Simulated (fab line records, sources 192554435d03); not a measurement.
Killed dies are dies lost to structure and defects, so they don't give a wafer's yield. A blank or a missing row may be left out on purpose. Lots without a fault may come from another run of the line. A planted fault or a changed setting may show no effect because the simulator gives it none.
Which tool did it? | flow n5_finfet | 24 lots, 72 wafers sampled, at 5 steps of a route of 1938

WHAT THE GAUGES READ, wafer by wafer
N5_BEOL_M7_CD_MEAS_35: target cd 40 nm.
lot  | measured     | on        | cd_nm (nm)
L074 | day 9 08:22  | cd_sem-02 | 39.9 40.3 39.8
L075 | day 9 09:47  | cd_sem-02 | 39.8 39.6 40.3
L076 | day 9 14:57  | cd_sem-03 | 40.3 39.9 40.2
L078 | day 9 16:47  | cd_sem-02 | 40.7 39.6 39.8
L077 | day 9 23:31  | cd_sem-01 | 39.4 39.8 39.7
L079 | day 10 15:29 | cd_sem-03 | 40.2 40.4 39.5
L080 | day 11 03:01 | cd_sem-02 | 39.6 39.2 39.3
L081 | day 11 09:13 | cd_sem-03 | 40.2 40.3 40.0
L087 | day 12 08:56 | cd_sem-02 | 40.6 40.5 41.1
L084 | day 12 09:00 | cd_sem-03 | 39.4 39.5 39.5
L083 | day 12 09:08 | cd_sem-03 | 39.7 40.5 40.3
L082 | day 12 14:47 | cd_sem-01 | 40.0 40.0 40.7
L086 | day 12 15:11 | cd_sem-02 | 39.7 40.7 39.3
L085 | day 13 00:43 | cd_sem-01 | 40.0 39.4 39.8
L088 | day 13 05:58 | cd_sem-03 | 39.4 40.0 39.4
L089 | day 13 23:32 | cd_sem-03 | 39.4 38.9 39.8
L090 | day 14 00:00 | cd_sem-01 | 39.5 40.0 40.3
L091 | day 14 02:05 | cd_sem-02 | 40.0 40.6 39.8
L092 | day 14 10:02 | cd_sem-03 | 39.9 39.3 40.0
L093 | day 14 10:26 | cd_sem-03 | 40.0 39.5 40.1
L094 | day 14 13:11 | cd_sem-01 | 39.2 39.4 39.2
L095 | day 14 16:26 | cd_sem-02 | 39.4 39.5 39.8
L096 | day 14 20:24 | cd_sem-03 | 40.1 40.8 39.8
L097 | day 15 18:11 | cd_sem-01 | 40.0 40.1 40.6

N5_BEOL_M8_CD_MEAS_28: target cd 40 nm.
lot  | measured     | on        | cd_nm (nm)
L074 | day 9 13:59  | cd_sem-02 | 40.26 40.13 40.13
L075 | day 9 16:37  | cd_sem-03 | 39.43 39.98 40.00
L076 | day 9 22:57  | cd_sem-01 | 39.70 39.75 40.25
L078 | day 10 02:07 | cd_sem-02 | 39.86 40.35 39.96
L077 | day 10 05:16 | cd_sem-03 | 40.09 39.99 40.30
L079 | day 10 23:56 | cd_sem-02 | 39.98 39.78 39.71
L080 | day 11 09:23 | cd_sem-03 | 39.75 39.96 39.83
L081 | day 11 16:15 | cd_sem-01 | 39.79 40.46 40.13
L087 | day 12 18:02 | cd_sem-03 | 40.12 39.92 39.76
L084 | day 12 18:05 | cd_sem-01 | 40.02 39.98 40.67
L083 | day 12 17:59 | cd_sem-01 | 39.81 39.62 39.73
L082 | day 12 21:19 | cd_sem-02 | 40.02 39.62 40.12
L086 | day 12 21:06 | cd_sem-03 | 39.81 39.84 39.80
L085 | day 13 12:33 | cd_sem-03 | 40.04 40.07 39.99
L088 | day 13 14:10 | cd_sem-03 | 39.64 39.98 40.12
L089 | day 14 05:28 | cd_sem-01 | 40.06 40.25 40.05
L090 | day 14 09:32 | cd_sem-02 | 40.04 40.12 39.83
L091 | day 14 09:43 | cd_sem-03 | 40.14 40.16 40.22
L092 | day 14 15:44 | cd_sem-01 | 39.54 39.81 39.59
L093 | day 14 15:56 | cd_sem-02 | 40.03 40.08 40.18
L094 | day 14 19:56 | cd_sem-02 | 40.01 39.98 40.00
L095 | day 14 22:31 | cd_sem-02 | 39.74 40.36 40.02
L096 | day 15 07:20 | cd_sem-02 | 39.59 39.66 39.98
L097 | day 16 03:39 | cd_sem-03 | 40.11 39.87 40.07

WHICH TOOL RAN EACH LOT (tool, then ch and the chambers of the sampled wafers, then the start)
lot  | N5_BEOL_M8_ILD_DEP_00           | N5_BEOL_M8_PECVD_70             | N5_BEOL_M8_ETCH_61
L074 | pecvd-04 ch 1,2, day 9 10:58    | pecvd-04 ch 0,1,2, day 9 11:34  | rie_diel-06 ch 0,2,3, day 9 13:08
L075 | pecvd-02 ch 0,1, day 9 13:06    | pecvd-04 ch 0,1,2, day 9 13:43  | rie_diel-06 ch 2,3, day 9 15:45
L076 | pecvd-01 ch 0,1, day 9 17:30    | pecvd-01 ch 0,1,2, day 9 18:07  | rie_diel-06 ch 1,3, day 9 19:58
L078 | pecvd-01 ch 0,2, day 9 19:10    | pecvd-02 ch 0,1,2, day 9 20:16  | rie_diel-02 ch 0,1, day 9 23:53
L077 | pecvd-04 ch 0,1, day 10 02:41   | pecvd-02 ch 0,1, day 10 03:19   | rie_diel-02 ch 0,1,2, day 10 03:59
L079 | pecvd-04 ch 1,2, day 10 17:49   | pecvd-02 ch 0,1,2, day 10 18:26 | rie_diel-01 ch 2,3, day 10 21:34
L080 | pecvd-02 ch 0,1,2, day 11 06:31 | pecvd-04 ch 0,1, day 11 07:08   | rie_diel-02 ch 0,3, day 11 08:30
L081 | pecvd-02 ch 0,1,2, day 11 12:02 | pecvd-01 ch 0,1, day 11 12:40   | rie_diel-02 ch 1,2,3, day 11 13:22
L087 | pecvd-01 ch 1,2, day 12 11:30   | pecvd-04 ch 0,1, day 12 12:07   | rie_diel-06 ch 1,3, day 12 14:58
L084 | pecvd-02 ch 0,2, day 12 11:45   | pecvd-04 ch 0,1,2, day 12 12:51 | rie_diel-02 ch 0,1,2, day 12 15:44
L083 | pecvd-02 ch 0,1, day 12 12:07   | pecvd-01 ch 0,1,2, day 12 12:44 | rie_diel-06 ch 0,1,2, day 12 15:37
L082 | pecvd-02 ch 0,1,2, day 12 17:13 | pecvd-02 ch 0,1,2, day 12 18:19 | rie_diel-02 ch 2,3, day 12 19:59
L086 | pecvd-01 ch 0,1,2, day 12 17:38 | pecvd-02 ch 0,1,2, day 12 18:14 | rie_diel-06 ch 1,2, day 12 19:31
L085 | pecvd-02 ch 0,1,2, day 13 05:56 | pecvd-04 ch 0,1,2, day 13 07:14 | rie_diel-02 ch 1,2,3, day 13 09:00
L088 | pecvd-02 ch 0,2, day 13 08:56   | pecvd-04 ch 0,1, day 13 09:47   | rie_diel-02 ch 0,1,3, day 13 13:08
L089 | pecvd-04 ch 1,2, day 14 01:59   | pecvd-04 ch 0,2, day 14 02:35   | rie_diel-06 ch 0,3, day 14 03:37
L090 | pecvd-04 ch 0,1,2, day 14 03:30 | pecvd-01 ch 0,2, day 14 04:11   | rie_diel-02 ch 1,2, day 14 06:47
L091 | pecvd-02 ch 0,1,2, day 14 04:59 | pecvd-04 ch 0,1,2, day 14 05:36 | rie_diel-02 ch 0,2,3, day 14 07:09
L092 | pecvd-04 ch 0,1,2, day 14 12:29 | pecvd-02 ch 1,2, day 14 13:34   | rie_diel-02 ch 1,2, day 14 14:36
L093 | pecvd-04 ch 0,1,2, day 14 13:01 | pecvd-01 ch 0,1,2, day 14 13:38 | rie_diel-06 ch 1,3, day 14 14:56
L094 | pecvd-01 ch 0,1,2, day 14 15:46 | pecvd-01 ch 0,2, day 14 16:23   | rie_diel-02 ch 2,3, day 14 18:08
L095 | pecvd-02 ch 1,2, day 14 19:44   | pecvd-04 ch 0, day 14 20:22     | rie_diel-02 ch 1,2,3, day 14 21:43
L096 | pecvd-04 ch 0,2, day 14 23:16   | pecvd-04 ch 0,2, day 15 00:34   | rie_diel-02 ch 0,1,2, day 15 02:50
L097 | pecvd-02 ch 0,2, day 15 21:46   | pecvd-04 ch 0,1, day 15 22:23   | rie_diel-06 ch 1,2, day 16 01:21
- N5_BEOL_M8_ILD_DEP_00: deposits SiCOH lowk from DEMS/porogen, target thk 179.75 nm, time 33.4 s.
- N5_BEOL_M8_PECVD_70: deposits SiO2 from TEOS/O2, target thk 20 nm, time 22.7 s.
- N5_BEOL_M8_ETCH_61: etches SiARC in CF4, target depth 45.5 nm, time 75.8 s.

WHAT THE TOOLS THEMSELVES READ (means of the sampled wafers that have a number; where no wafer has one, the mark that the record gives instead)
N5_BEOL_M8_ILD_DEP_00.
lot  | tool     | heater_power_w (W) | showerhead_plenum_p_Torr (Torr) | throttle_valve_pct (%)
L074 | pecvd-04 | 328                | 5.721                           | 13.0
L075 | pecvd-02 | 365                | 5.735                           | 14.2
L076 | pecvd-01 | 282                | 5.721                           | 13.7
L078 | pecvd-01 | 295                | 5.707                           | 14.2
L077 | pecvd-04 | 317                | 5.730                           | 13.3
L079 | pecvd-04 | 319                | 5.715                           | 13.1
L080 | pecvd-02 | 341                | 5.730                           | 13.8
L081 | pecvd-02 | 375                | 5.737                           | 13.9
L087 | pecvd-01 | 313                | 5.722                           | 13.5
L084 | pecvd-02 | 353                | 5.733                           | 13.5
L083 | pecvd-02 | 344                | 5.746                           | 14.3
L082 | pecvd-02 | 356                | 5.733                           | 13.9
L086 | pecvd-01 | 278                | 5.708                           | 13.6
L085 | pecvd-02 | 354                | 5.735                           | 14.0
L088 | pecvd-02 | 372                | 5.731                           | 13.8
L089 | pecvd-04 | 288                | 5.720                           | 13.2
L090 | pecvd-04 | 297                | 5.724                           | 13.2
L091 | pecvd-02 | 341                | 5.729                           | 13.8
L092 | pecvd-04 | 323                | 5.738                           | 13.2
L093 | pecvd-04 | 308                | 5.745                           | 13.4
L094 | pecvd-01 | 310                | 5.721                           | 13.6
L095 | pecvd-02 | 353                | 5.755                           | 13.3
L096 | pecvd-04 | 320                | 5.731                           | 13.2
L097 | pecvd-02 | 321                | 5.724                           | 13.8

N5_BEOL_M8_PECVD_70.
lot  | tool     | heater_power_w (W) | showerhead_plenum_p_Torr (Torr) | throttle_valve_pct (%)
L074 | pecvd-04 | 666                | 8.78                            | 21.1
L075 | pecvd-04 | 711                | 8.75                            | 21.1
L076 | pecvd-01 | 696                | 8.66                            | 22.3
L078 | pecvd-02 | 795                | 8.78                            | 22.2
L077 | pecvd-02 | 846                | 8.74                            | 23.1
L079 | pecvd-02 | 827                | 8.77                            | 22.4
L080 | pecvd-04 | 758                | 8.82                            | 21.8
L081 | pecvd-01 | 682                | 8.65                            | 22.3
L087 | pecvd-04 | 748                | 8.83                            | 21.8
L084 | pecvd-04 | 723                | 8.77                            | 21.2
L083 | pecvd-01 | 678                | 8.67                            | 21.8
L082 | pecvd-02 | 835                | 8.76                            | 22.3
L086 | pecvd-02 | 802                | 8.76                            | 22.2
L085 | pecvd-04 | 695                | 8.76                            | 21.4
L088 | pecvd-04 | 761                | 8.81                            | 21.7
L089 | pecvd-04 | 746                | 8.77                            | 20.9
L090 | pecvd-01 | 618                | 8.63                            | 22.0
L091 | pecvd-04 | 745                | 8.78                            | 21.4
L092 | pecvd-02 | 759                | 8.79                            | 21.7
L093 | pecvd-01 | 720                | 8.67                            | 21.9
L094 | pecvd-01 | 668                | 8.67                            | 22.2
L095 | pecvd-04 | 782                | 8.88                            | 21.9
L096 | pecvd-04 | 693                | 8.76                            | 21.1
L097 | pecvd-04 | 719                | 8.75                            | 21.5

N5_BEOL_M8_ETCH_61.
lot  | tool        | drypump_motor_current_A (A) | etch_rf_on_time_s (s) | mfc_ar_sccm (sccm) | oes_product_au (a.u.) | rf_vpp_V (V) | showerhead_plenum_p_Torr (Torr) | throttle_valve_pct (%)
L074 | rie_diel-06 | 5.9                         | 75.4                  | 99.83              | 0.68                  | 183.5        | 2.16                            | 15.61
L075 | rie_diel-06 | 6.0                         | 76.3                  | 99.81              | 0.64                  | 183.3        | 2.11                            | 15.69
L076 | rie_diel-06 | 6.3                         | 75.9                  | 99.96              | 0.77                  | 184.0        | 2.16                            | 15.48
L078 | rie_diel-02 | 5.6                         | 74.9                  | 100.11             | 0.68                  | 185.4        | 2.25                            | 15.88
L077 | rie_diel-02 | 5.6                         | 75.7                  | 100.15             | 0.65                  | 184.7        | 2.19                            | 15.85
L079 | rie_diel-01 | 5.1                         | 76.4                  | 99.82              | 0.66                  | 183.5        | 2.04                            | 15.78
L080 | rie_diel-02 | 5.8                         | 73.4                  | 100.07             | 0.65                  | 184.8        | 2.19                            | 15.77
L081 | rie_diel-02 | 5.5                         | 75.8                  | 100.08             | 0.71                  | 183.8        | 2.15                            | 15.59
L087 | rie_diel-06 | 6.3                         | 77.1                  | 100.31             | 0.74                  | 184.1        | 2.21                            | 15.60
L084 | rie_diel-02 | 5.6                         | 74.4                  | 100.13             | 0.71                  | 184.7        | 2.19                            | 15.73
L083 | rie_diel-06 | 6.0                         | 75.6                  | 99.72              | 0.68                  | 185.6        | 2.21                            | 15.72
L082 | rie_diel-02 | 5.5                         | 75.5                  | 99.79              | 0.75                  | 183.8        | 2.10                            | 15.41
L086 | rie_diel-06 | 6.0                         | 75.5                  | 99.92              | 0.64                  | 184.2        | 2.16                            | 15.81
L085 | rie_diel-02 | 5.5                         | 75.1                  | 99.82              | 0.69                  | 184.0        | 2.15                            | 15.62
L088 | rie_diel-02 | 5.7                         | 75.9                  | 99.92              | 0.63                  | 184.9        | 2.19                            | 15.81
L089 | rie_diel-06 | 5.8                         | 77.0                  | 99.83              | 0.68                  | 183.8        | 2.19                            | 15.59
L090 | rie_diel-02 | 5.4                         | 74.9                  | 99.76              | 0.75                  | 183.9        | 2.14                            | 15.56
L091 | rie_diel-02 | 5.7                         | 75.3                  | 100.43             | 0.68                  | 184.0        | 2.14                            | 15.63
L092 | rie_diel-02 | 5.4                         | 75.9                  | 100.32             | 0.74                  | 183.4        | 2.14                            | 15.56
L093 | rie_diel-06 | 6.3                         | 76.1                  | 99.94              | 0.71                  | 183.7        | 2.14                            | 15.56
L094 | rie_diel-02 | 5.5                         | 75.8                  | 99.99              | 0.72                  | 184.0        | 2.10                            | 15.44
L095 | rie_diel-02 | 5.5                         | 75.6                  | 99.87              | 0.68                  | 183.7        | 2.14                            | 15.63
L096 | rie_diel-02 | 5.6                         | 74.8                  | 99.94              | 0.69                  | 184.5        | 2.18                            | 15.77
L097 | rie_diel-06 | 6.0                         | 75.0                  | 99.77              | 0.77                  | 184.4        | 2.16                            | 15.52

THE ANSWER, worked out from the rows above alone
Rule: what is usual is taken from the lots themselves. Put in order of their means at a reading, lots are off if they are a third of the lots or fewer, leave a main group of 4 or more, and stand apart from it by a gap of 3 or more times the standard deviation of the main group's means; of several such gaps the widest counts. A main group whose means are all the same, to the digits that the tables above print for the reading, isn't used. A lot without any number at a reading at which 4 lots or more have one is off too. The other lots that the step has rows for count as sound. The gauges are gone through in route order, then the tools' own readings, and for those a lot's mean is taken as printed above. The first step at which some lot is off is used, and at that step the reading that is off furthest; a lot without a number counts as furthest.
No lot is off at any reading shown: from this, nothing can be told.

WHAT THE SIMULATOR HAD PUT IN
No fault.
